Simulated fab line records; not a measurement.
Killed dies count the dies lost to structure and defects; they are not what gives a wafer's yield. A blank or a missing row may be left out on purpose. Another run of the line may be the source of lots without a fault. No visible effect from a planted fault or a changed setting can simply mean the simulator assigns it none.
fab line records    flow nand-harc    part 1 of 2: steps 1 to 24 of 36
record lots=5  wafers=15  last-day=32
route steps=1302 shown A_STAIRCASE@857 A_SGD_CUT@890
lots that met no fault: taken from a fault-free run of the same line
start-h: start of the lot's first displayed wafer, in hours after the record's first day    wait-h: hours elapsed since this lot's preceding step    " as in the row above    L1.1+2: a row that stands for several wafers    - no value present, or no start provided    * or withheld: withheld    < > ~ a bound
route shown NAME@n: a module of which the file shows steps, and the number in the route of the first    usual: the fault-free wafers' mean and standard deviation    same: alike in all rows    chamber/n: place in a boat    sites: each site's reading    _std_site: their standard deviation    _edge_site: inner sites' mean taken away from outer sites' mean    radius-mm: for every site, how far away it sits from the centre of the wafer    mask NAME#n: copy n    behind: tool/chamber where the wafer was last shaped    hold: reason for holding the lot/hours on hold/outcome of the hold    device: whichever transistor did not switch (one of n, p or np)    end of line: tests run on the same wafers once the route is complete    a step without rows: its recipe alone    killed: not the wafer's yield, but the dies lost to structure and defects at the first sort    map: a wafer's dies, x killed, . not, _ none there
set.NAME: the setting that was run; set.NAME@STEP: the one run at that earlier step    model.NAME: the simulator's own value behind a step, which no gauge read
lots seen at some steps along the route; tables by step, rows by wafer
services: a tool's chamber out of use, with start hour (start-h, from the record's first day; less than 0 if before it), hours out, and reason
## steps
# step NHARC_A_STAIRCASE_ANNEAL_326
# recipe temp-c=750  time-s=1800
# usual spike-tc-lower-C=749.2/1.1  spike-tc-upper-C=749.8/1.1
lot.wafer  tool        chamber  start-h  wait-h  spike-tc-lower-C  spike-tc-upper-C
L076.1     furnace-08  0        446.39   -       747.9             751.0
L076.2     "           0        "        "       749.8             750.4
L076.4     "           0        "        "       751.0             751.1
L079.3     furnace-07  0        482.98   -       749.6             748.3
L079.5     "           0        "        "       749.7             748.9
L079.6     "           0        "        "       749.7             748.8
L084.1     furnace-07  0        525.58   -       749.4             749.0
L084.2     "           0        "        "       749.1             748.1
L084.6     "           0        "        "       748.0             749.8
L088.1     furnace-07  0        570.67   -       750.3             749.1
L088.2     "           0        "        "       750.2             749.4
L088.5     "           0        "        "       748.9             749.3
L096.2     furnace-07  0        641.83   -       750.3             749.7
L096.5     "           0        "        "       749.2             748.0
L096.6     "           0        "        "       750.4             749.7
# step NHARC_A_STAIRCASE_DEHYDRATE_433
# recipe temp-c=150  time-s=120
# usual heater-power-total-W=182.6/1.2
lot.wafer  tool            chamber  start-h  wait-h  heater-power-total-W
L076.1     litho-track-03  0        449.76   0.1     184.0
L076.2     "               0        "        "       183.5
L076.4     "               0        "        "       181.2
L079.3     litho-track-03  0        486.34   0.1     182.8
L079.5     "               0        "        "       180.7
L079.6     "               0        "        "       181.2
L084.1     litho-track-02  0        529.02   0.1     183.5
L084.2     "               0        "        "       183.9
L084.6     "               0        "        "       180.6
L088.1     litho-track-02  0        574.07   0.1     184.3
L088.2     "               0        "        "       182.0
L088.5     "               0        "        "       182.9
L096.2     litho-track-02  0        645.18   0.1     182.9
L096.5     "               0        "        "       183.5
L096.6     "               0        "        "       181.1
# step NHARC_A_STAIRCASE_HMDS_434
# recipe time-s=30
lot.wafer   tool            chamber  start-h  wait-h
L076.1+2+4  litho-track-03  0        -        -
L079.3+5+6  litho-track-03  0        -        -
L084.1+2+6  litho-track-02  0        -        -
L088.1+2+5  litho-track-02  0        -        -
L096.2+5+6  litho-track-02  0        -        -
# step NHARC_A_STAIRCASE_COAT_435
# recipe spin-rpm=1200
lot.wafer   tool            chamber  start-h  wait-h
L076.1+2+4  litho-track-03  0        -        -
L079.3+5+6  litho-track-03  0        -        -
L084.1+2+6  litho-track-02  0        -        -
L088.1+2+5  litho-track-02  0        -        -
L096.2+5+6  litho-track-02  0        -        -
# step NHARC_A_STAIRCASE_SOFTBAKE_436
# recipe temp-c=135  time-s=170
# usual heater-power-total-W=134.6/1
lot.wafer  tool            chamber  start-h  wait-h  heater-power-total-W
L076.1     litho-track-03  0        -        -       135.6
L076.2     "               0        "        "       134.3
L076.4     "               0        "        "       133.4
L079.3     litho-track-03  0        -        -       135.4
L079.5     "               0        "        "       135.6
L079.6     "               0        "        "       133.2
L084.1     litho-track-02  0        -        -       133.3
L084.2     "               0        "        "       133.8
L084.6     "               0        "        "       134.3
L088.1     litho-track-02  0        -        -       135.4
L088.2     "               0        "        "       133.4
L088.5     "               0        "        "       133.3
L096.2     litho-track-02  0        -        -       136.2
L096.5     "               0        "        "       135.6
L096.6     "               0        "        "       133.3
# step NHARC_A_STAIRCASE_EBR_437
lot.wafer   tool            chamber  start-h  wait-h
L076.1+2+4  litho-track-03  0        -        -
L079.3+5+6  litho-track-03  0        -        -
L084.1+2+6  litho-track-02  0        -        -
L088.1+2+5  litho-track-02  0        -        -
L096.2+5+6  litho-track-02  0        -        -
# step NHARC_A_STAIRCASE_EXPOSE_438
# recipe na=0.5  dose-mj=28.97  mask-id=STAIR_REV
lot.wafer   tool            chamber  start-h  wait-h  mask
L076.1+2+4  krf-scanner-02  0        450.09   -       STAIR_REV#0
L079.3+5+6  krf-scanner-02  0        486.56   -       STAIR_REV#0
L084.1+2+6  krf-scanner-01  0        529.66   -       STAIR_REV#0
L088.1+2+5  krf-scanner-01  0        574.57   -       STAIR_REV#0
L096.2+5+6  krf-scanner-03  0        645.39   -       STAIR_REV#0
# step NHARC_A_STAIRCASE_PEB_439
# recipe peb-temp-c=115  peb-time-s=130
# usual heater-power-total-W=123.86/0.21
lot.wafer  tool            chamber  start-h  wait-h  heater-power-total-W
L076.1     litho-track-02  0        450.16   0.1     123.50
L076.2     "               0        "        "       124.07
L076.4     "               0        "        "       124.03
L079.3     litho-track-03  0        486.62   0.1     123.76
L079.5     "               0        "        "       123.76
L079.6     "               0        "        "       123.45
L084.1     litho-track-02  0        529.73   0.1     124.07
L084.2     "               0        "        "       123.56
L084.6     "               0        "        "       123.52
L088.1     litho-track-03  0        574.63   0.1     124.03
L088.2     "               0        "        "       123.75
L088.5     "               0        "        "       124.00
L096.2     litho-track-03  0        645.45   0.1     123.46
L096.5     "               0        "        "       123.47
L096.6     "               0        "        "       124.07
# step NHARC_A_STAIRCASE_DEVELOP_440
# recipe time-s=140
lot.wafer   tool            chamber  start-h  wait-h
L076.1+2+4  litho-track-02  0        -        -
L079.3+5+6  litho-track-03  0        -        -
L084.1+2+6  litho-track-02  0        -        -
L088.1+2+5  litho-track-03  0        -        -
L096.2+5+6  litho-track-03  0        -        -
# step NHARC_A_STAIRCASE_HARDBAKE_442
# recipe temp-c=120  time-s=140
# usual heater-power-total-W=127.29/0.21
lot.wafer  tool            chamber  start-h  wait-h  heater-power-total-W
L076.1     litho-track-05  0        450.38   -       127.55
L076.2     "               0        "        "       127.24
L076.4     "               0        "        "       127.58
L079.3     litho-track-03  0        486.84   -       126.85
L079.5     "               0        "        "       127.19
L079.6     "               0        "        "       127.29
L084.1     litho-track-02  0        529.94   -       126.88
L084.2     "               0        "        "       127.42
L084.6     "               0        "        "       127.37
L088.1     litho-track-03  0        574.87   -       127.21
L088.2     "               0        "        "       126.86
L088.5     "               0        "        "       127.47
L096.2     litho-track-03  0        645.68   -       127.11
L096.5     "               0        "        "       127.51
L096.6     "               0        "        "       127.41
# step NHARC_A_STAIRCASE_DESCUM_443
# recipe time-s=3  o2-flow-sccm=200  ar-flow-sccm=0  bias-power-w=0  chemistry=O2
# usual drypump-motor-current-A=5.7/0.38  o2-flow-sccm=200.0/0.61  oes-product-au=0.999/0.014  rf-vpp-V=57.9/0.99  showerhead-plenum-p-Torr=1.94/0.1  throttle-valve-pct=11.310/0.0087
lot.wafer  tool         chamber  start-h  wait-h  drypump-motor-current-A  o2-flow-sccm  oes-product-au  rf-hours-counter-h  rf-vpp-V  showerhead-plenum-p-Torr  throttle-valve-pct
L076.1     rie-diel-03  3        450.47   -       6.3                      200.6         0.987           53                  58.1      1.97                      11.308
L076.4     "            0        "        "       5.6                      200.4         0.986           55                  57.6      2.04                      11.328
L076.2     "            1        "        "       5.3                      200.0         1.000           53                  56.5      1.85                      11.309
L079.3     rie-diel-03  3        486.92   -       6.3                      200.1         0.988           6                   59.1      1.96                      11.314
L079.5     "            3        "        "       6.3                      200.6         0.991           -                   57.8      1.96                      11.309
L079.6     "            0        "        "       5.6                      199.7         1.012           -                   60.2      2.04                      11.317
L084.1     rie-diel-03  2        530.04   -       6.1                      199.4         1.016           21                  57.8      2.07                      11.309
L084.2     "            0        "        "       5.6                      200.6         1.002           17                  58.2      2.03                      11.338
L084.6     "            2        "        "       6.1                      199.1         1.017           -                   59.0      2.07                      11.316
L088.1     rie-diel-03  1        574.97   -       5.2                      200.5         0.990           34                  56.6      1.84                      11.304
L088.2     "            0        "        "       5.6                      200.1         1.012           29                  58.9      2.03                      11.316
L088.5     "            1        "        "       5.2                      200.3         0.992           -                   56.0      1.84                      11.302
L096.2     rie-diel-04  0        645.78   -       5.5                      199.6         0.995           37                  57.5      2.05                      11.304
L096.5     "            2        "        "       5.4                      199.6         0.996           -                   58.2      1.88                      11.299
L096.6     "            3        "        "       5.2                      200.1         0.994           -                   59.8      2.07                      11.309
# step NHARC_A_STAIRCASE_ETCH_444
# recipe target-depth-a=2.04e+05  time-s=6800  c4f8-flow-sccm=20  o2-flow-sccm=10  ar-flow-sccm=withheld  rf-w=600  bias-w=1000  chemistry=C4F8/O2
# usual oes-product-au=0.932/0.022  rf-vpp-V=808/5.8
lot.wafer  tool         chamber  start-h  wait-h  oes-product-au  rf-hours-counter-h  rf-vpp-V
L076.4     rie-diel-03  1        450.56   0.1     0.926           54                  804
L076.1     "            2        "        "       0.933           52                  799
L076.2     "            0        "        "       0.915           56                  813
L079.3     rie-diel-03  3        487.97   1.0     0.969           7                   810
L079.5     "            1        "        "       0.973           -                   803
L079.6     "            2        "        "       1.011           -                   816
L084.2     rie-diel-03  1        530.12   0.1     0.920           21                  803
L084.1     "            2        "        "       0.946           22                  815
L084.6     "            2        532.51   2.4     0.932           -                   814
L088.2     rie-diel-03  0        575.52   0.5     0.926           30                  814
L088.1     "            1        "        "       0.913           35                  803
L088.5     "            3        "        "       0.925           -                   810
L096.2     rie-diel-04  3        646.33   0.5     0.921           32                  815
L096.5     "            2        647.76   1.9     0.942           -                   806
L096.6     "            3        "        "       0.930           -                   813
# step NHARC_A_STAIRCASE_STRIP_446
# recipe power-w=1500  temp-c=250  chemistry=O2
# usual drypump-motor-current-A=6.03/0.13  heater-power-w=330/34  temp-c=250.00/0.17
lot.wafer  tool             chamber  start-h  wait-h  drypump-motor-current-A  heater-power-w  rf-hours-counter-h  temp-c
L076.2     plasma-asher-01  1        455.85   1.0     6.11                     351             19                  249.89
L076.1     "                0        "        "       6.06                     330             19                  250.01
L076.4     "                0        "        "       6.05                     344             -                   250.14
L079.3     plasma-asher-01  0        491.58   0.2     6.03                     344             -                   250.00
L079.6     "                1        "        "       6.12                     356             -                   250.12
L079.5     "                0        "        "       6.05                     348             -                   250.05
L084.2     plasma-asher-02  1        534.56   0.1     6.08                     357             18                  249.96
L084.1     "                0        "        "       5.81                     268             18                  250.17
L084.6     "                1        "        "       6.10                     353             -                   250.11
L088.2     plasma-asher-02  0        579.54   0.2     5.82                     272             27                  250.27
L088.1     "                1        "        "       6.14                     360             27                  250.12
L088.5     "                1        "        "       6.14                     362             -                   250.34
L096.2     plasma-asher-02  1        650.30   0.1     6.10                     333             2                   250.29
L096.5     "                0        "        "       5.81                     273             -                   249.92
L096.6     "                1        "        "       6.10                     327             -                   250.01
# step NHARC_A_STAIRCASE_STRIP_447
# recipe time-s=900  temp-c=130  chemistry=SPM
# usual bath-guard-temp-C=130.1/0.55  temp-c=130.01/0.15
lot.wafer  tool          chamber  start-h  wait-h  bath-guard-temp-C  temp-c
L076.4     wet-bench-07  7        456.20   0.2     129.5              129.80
L076.2     "             0        "        "       129.3              129.91
L076.1     "             4        "        "       129.6              129.95
L079.5     wet-bench-04  7        491.79   0.1     130.5              130.15
L079.3     "             1        "        "       130.4              129.91
L079.6     "             4        "        "       129.9              130.16
L084.1     wet-bench-07  3        534.92   0.3     130.0              130.08
L084.2     "             4        "        "       129.3              129.82
L084.6     "             6        "        "       129.0              130.00
L088.1     wet-bench-02  6        579.89   0.3     131.2              129.80
L088.2     "             0        "        "       129.5              130.47
L088.5     "             2        "        "       130.1              129.98
L096.6     wet-bench-07  4        650.62   0.1     129.8              129.75
L096.5     "             5        "        "       129.3              129.75
L096.2     "             6        "        "       129.1              130.05
# step NHARC_A_STAIRCASE_PRECLEAN_448
# recipe time-s=*  temp-c=50  bath-age-min=0  chemistry=SC1
# usual bath-guard-temp-C=50.1/0.54  temp-c=50.00/0.13
lot.wafer  tool          chamber  start-h  wait-h  bath-guard-temp-C  temp-c
L076.4     wet-bench-07  7        -        -       49.9               49.94
L076.2     "             0        "        "       49.4               49.79
L076.1     "             4        "        "       49.6               49.95
L079.5     wet-bench-04  7        -        -       50.6               50.12
L079.3     "             1        "        "       50.3               49.79
L079.6     "             4        "        "       50.3               50.06
L084.1     wet-bench-07  3        -        -       49.9               50.07
L084.2     "             4        "        "       49.8               50.00
L084.6     "             6        "        "       49.4               50.06
L088.1     wet-bench-02  6        -        -       51.2               50.03
L088.2     "             0        "        "       49.3               50.07
L088.5     "             2        "        "       50.5               49.95
L096.6     wet-bench-07  4        -        -       49.6               50.15
L096.5     "             5        "        "       49.2               49.91
L096.2     "             6        "        "       49.1               50.19
# step NHARC_A_STAIRCASE_SRD_449
lot.wafer   tool          chamber  start-h  wait-h
L076.4+2+1  wet-bench-07  7,0,4    -        -
L079.5+3+6  wet-bench-04  7,1,4    -        -
L084.1+2+6  wet-bench-07  3,4,6    -        -
L088.1+2+5  wet-bench-02  6,0,2    -        -
L096.6+5+2  wet-bench-07  4,5,6    -        -
# step NHARC_A_STAIRCASE_CMP_450
# recipe target-thk-nm=200  material=SiO2
# usual motor-current-A=11.7/1.2  slurry-flow-ml-min=150.1/0.49
lot.wafer  tool    chamber  start-h  wait-h  motor-current-A  slurry-flow-ml-min
L076.4     cmp-03  0        456.65   -       10.6             149.7
L076.2     "       1        "        "       11.6             149.6
L076.1     "       2        "        "       10.5             149.7
L079.3     cmp-04  0        492.24   -       12.2             150.4
L079.5     "       0        "        "       12.8             150.9
L079.6     "       1        "        "       13.5             150.5
L084.2     cmp-04  2        535.38   -       13.7             149.7
L084.1     "       0        "        "       12.9             149.2
L084.6     "       1        "        "       13.4             149.4
L088.1     cmp-04  1        580.38   -       13.4             149.9
L088.2     "       2        "        "       13.3             149.4
L088.5     "       0        "        "       12.2             150.0
L096.2     cmp-03  2        651.10   -       10.8             149.7
L096.5     "       3        "        "       12.7             150.0
L096.6     "       0        "        "       9.8              150.3
# step NHARC_A_STAIRCASE_CMP_152
# usual motor-current-A=11.7/1.2  slurry-flow-ml-min=150.0/0.47
lot.wafer  tool    chamber  start-h  wait-h  motor-current-A  slurry-flow-ml-min
L076.4     cmp-03  0        456.72   0.1     10.3             150.4
L076.2     "       1        "        "       11.5             148.8
L076.1     "       2        "        "       10.6             149.2
L079.3     cmp-04  0        492.31   0.1     12.3             150.9
L079.5     "       0        "        "       12.0             149.9
L079.6     "       1        "        "       13.0             150.3
L084.2     cmp-04  2        535.45   0.1     13.1             149.7
L084.1     "       0        "        "       12.2             148.9
L084.6     "       1        "        "       13.9             149.4
L088.1     cmp-04  1        580.45   0.1     12.9             149.7
L088.2     "       2        "        "       12.9             149.8
L088.5     "       0        "        "       12.4             149.6
L096.2     cmp-03  2        651.18   0.1     11.0             149.8
L096.5     "       3        "        "       12.1             149.2
L096.6     "       0        "        "       10.4             150.2
# step NHARC_A_STAIRCASE_SRD_154
lot.wafer   tool          chamber  start-h  wait-h
L076.2+1+4  wet-bench-02  7,1,4    457.01   0.0
L079.5+3+6  wet-bench-04  0,1,5    492.60   0.0
L084.6+1+2  wet-bench-07  4,6,7    535.73   0.0
L088.2+1+5  wet-bench-02  2,5,7    580.71   0.0
L096.6+5+2  wet-bench-07  1,3,6    651.43   0.0
# step NHARC_A_STAIRCASE_ETCH_403
# recipe target-depth-a=1082  chemistry=dHF  material=SiO2
lot.wafer   tool          chamber  start-h  wait-h
L076.2+1+4  wet-bench-02  7,1,4    457.03   0.0
L079.5+3+6  wet-bench-04  0,1,5    492.62   0.0
L084.6+1+2  wet-bench-07  4,6,7    535.75   0.0
L088.2+1+5  wet-bench-02  2,5,7    580.74   0.0
L096.6+5+2  wet-bench-07  1,3,6    651.45   0.0
# step NHARC_A_STAIRCASE_ETCHBACK_422
# recipe target-depth-a=400  over-etch-frac=0.3  time-s=74.286  ion-energy-ev=120  ch3f-flow-sccm=50  o2-flow-sccm=30  ar-flow-sccm=200  rf-w=500  bias-w=100  chemistry=CH3F/O2
# usual drypump-motor-current-A=5.7/0.38  o2-flow-sccm=29.99/0.08  oes-product-au=0.98/0.038  rf-vpp-V=244.8/2  showerhead-plenum-p-Torr=2.49/0.13  throttle-valve-pct=20.663/0.0095
# same over-etch-frac=0.3
lot.wafer  tool         chamber  start-h  wait-h  drypump-motor-current-A  o2-flow-sccm  oes-product-au  rf-hours-counter-h  rf-vpp-V  showerhead-plenum-p-Torr  throttle-valve-pct
L076.2     rie-diel-11  3        457.21   0.2     5.2                      30.05         1.01            3                   243.5     2.51                      20.673
L076.4     "            0        "        "       5.5                      30.02         0.99            3                   241.8     2.30                      20.650
L076.1     "            1        "        "       6.2                      29.91         1.01            4                   244.1     2.38                      20.657
L079.3     rie-diel-03  1        492.81   0.2     5.2                      29.96         0.91            12                  244.2     2.38                      20.674
L079.5     "            2        "        "       6.1                      30.21         0.95            -                   246.1     2.66                      20.668
L079.6     "            3        "        "       6.3                      29.92         0.92            -                   244.1     2.52                      20.668
L084.1     rie-diel-03  3        536.28   0.5     6.3                      30.10         1.00            21                  244.0     2.52                      20.660
L084.2     "            1        "        "       5.3                      30.01         1.01            25                  243.8     2.37                      20.658
L084.6     "            3        "        "       6.3                      30.06         1.00            -                   244.8     2.52                      20.653
L088.1     rie-diel-04  3        580.90   0.1     5.2                      30.05         0.99            10                  246.2     2.66                      20.669
L088.2     "            1        "        "       6.0                      29.97         0.98            10                  245.3     2.61                      20.658
L088.5     "            2        "        "       5.4                      30.01         1.02            -                   244.7     2.42                      20.653
L096.2     rie-diel-03  2        651.60   0.1     6.1                      30.07         1.01            3                   247.6     2.64                      20.653
L096.6     "            2        "        "       6.1                      29.92         1.00            -                   246.6     2.64                      20.647
L096.5     "            3        "        "       6.3                      30.02         1.00            -                   243.7     2.50                      20.674
# step NHARC_A_STAIRCASE_ETCH_423
# recipe target-depth-a=300  chemistry=dHF  material=SiO2
lot.wafer   tool          chamber  start-h  wait-h
L076.4+2+1  wet-bench-04  0,3,5    457.36   0.1
L079.3+6+5  wet-bench-04  3,5,6    492.93   0.1
L084.1+2+6  wet-bench-04  7,1,2    536.43   0.1
L088.5+2+1  wet-bench-02  5,0,1    581.05   0.1
L096.6+5+2  wet-bench-07  3,5,6    651.78   0.1
# step NHARC_A_STAIRCASE_ETCHBACK_157
# recipe target-depth-a=900  over-etch-frac=0.3  time-s=167.14  ion-energy-ev=120  ch3f-flow-sccm=50  o2-flow-sccm=30  ar-flow-sccm=200  rf-w=500  bias-w=100  chemistry=CH3F/O2
# usual drypump-motor-current-A=5.7/0.39  o2-flow-sccm=30.01/0.083  oes-product-au=0.97/0.038  rf-vpp-V=244.9/1.9  showerhead-plenum-p-Torr=2.50/0.13  throttle-valve-pct=20.663/0.0087
# same over-etch-frac=0.3
lot.wafer  tool         chamber  start-h  wait-h  drypump-motor-current-A  o2-flow-sccm  oes-product-au  rf-hours-counter-h  rf-vpp-V  showerhead-plenum-p-Torr  throttle-valve-pct
L076.1     rie-diel-04  0        457.57   0.1     5.5                      30.08         0.92            22                  246.9     2.65                      20.676
L076.4     "            2        "        "       5.4                      30.05         0.93            31                  244.3     2.44                      20.656
L076.2     "            3        "        "       5.2                      29.85         0.94            34                  243.1     2.30                      20.639
L079.3     rie-diel-11  2        493.18   0.2     5.6                      30.08         0.92            17                  243.8     2.35                      20.668
L079.5     "            0        "        "       5.5                      29.99         0.92            -                   242.0     2.29                      20.671
L079.6     "            1        "        "       6.2                      30.02         0.95            -                   243.3     2.38                      20.667
L084.2     rie-diel-11  3        536.64   0.2     5.2                      30.04         0.92            31                  244.0     2.50                      20.657
L084.1     "            1        "        "       6.2                      30.01         0.94            32                  243.2     2.37                      20.683
L084.6     "            0        "        "       5.5                      30.01         0.92            -                   242.6     2.29                      20.673
L088.2     rie-diel-04  2        581.25   0.1     5.4                      30.12         1.00            10                  244.6     2.42                      20.664
L088.1     "            1        "        "       6.0                      30.03         0.97            10                  245.4     2.61                      20.662
L088.5     "            3        "        "       5.2                      30.11         0.99            -                   247.6     2.66                      20.652
L096.2     rie-diel-03  1        651.96   0.1     5.2                      30.13         1.00            3                   243.3     2.36                      20.680
L096.5     "            1        "        "       5.3                      29.93         1.00            -                   243.0     2.36                      20.671
L096.6     "            2        "        "       6.1                      29.92         1.00            -                   245.8     2.64                      20.669
# step NHARC_A_STAIRCASE_STRIP_475
# recipe time-s=20  o2-flow-sccm=500  ar-flow-sccm=0  bias-w=0  chemistry=O2
# usual drypump-motor-current-A=5.7/0.39  o2-flow-sccm=500.0/1.5  oes-product-au=1.001/0.015  rf-vpp-V=57.8/1  showerhead-plenum-p-Torr=3.57/0.18  throttle-valve-pct=17.036/0.009
lot.wafer  tool         chamber  start-h  wait-h  drypump-motor-current-A  o2-flow-sccm  oes-product-au  rf-hours-counter-h  rf-vpp-V  showerhead-plenum-p-Torr  throttle-valve-pct
L076.4     rie-diel-04  3        -        -       5.2                      500.4         1.008           34                  56.3      3.30                      17.050
L076.1     "            0        "        "       5.5                      501.8         0.987           22                  57.2      3.80                      17.036
L076.2     "            2        "        "       5.4                      499.3         0.999           31                  56.7      3.50                      17.034
L079.3     rie-diel-11  2        -        -       5.7                      502.0         1.003           18                  58.0      3.38                      17.033
L079.6     "            1        "        "       6.3                      501.4         1.021           -                   58.1      3.41                      17.025
L079.5     "            2        "        "       5.7                      500.3         1.007           -                   57.9      3.38                      17.034
L084.1     rie-diel-11  2        -        -       5.7                      499.5         0.990           33                  55.9      3.37                      17.042
L084.2     "            3        "        "       5.2                      501.5         0.999           31                  59.7      3.58                      17.047
L084.6     "            2        "        "       5.7                      500.0         0.983           -                   57.6      3.37                      17.046
L088.2     rie-diel-04  2        -        -       5.4                      499.8         1.013           10                  56.7      3.48                      17.038
L088.1     "            3        "        "       5.2                      500.7         1.002           11                  59.4      3.80                      17.042
L088.5     "            0        "        "       5.5                      500.3         0.994           -                   58.4      3.77                      17.045
L096.2     rie-diel-03  3        -        -       6.3                      498.9         0.994           2                   58.1      3.59                      17.054
L096.5     "            2        "        "       6.1                      499.2         1.009           -                   59.0      3.77                      17.020
L096.6     "            3        "        "       6.3                      498.5         0.994           -                   57.4      3.59                      17.032
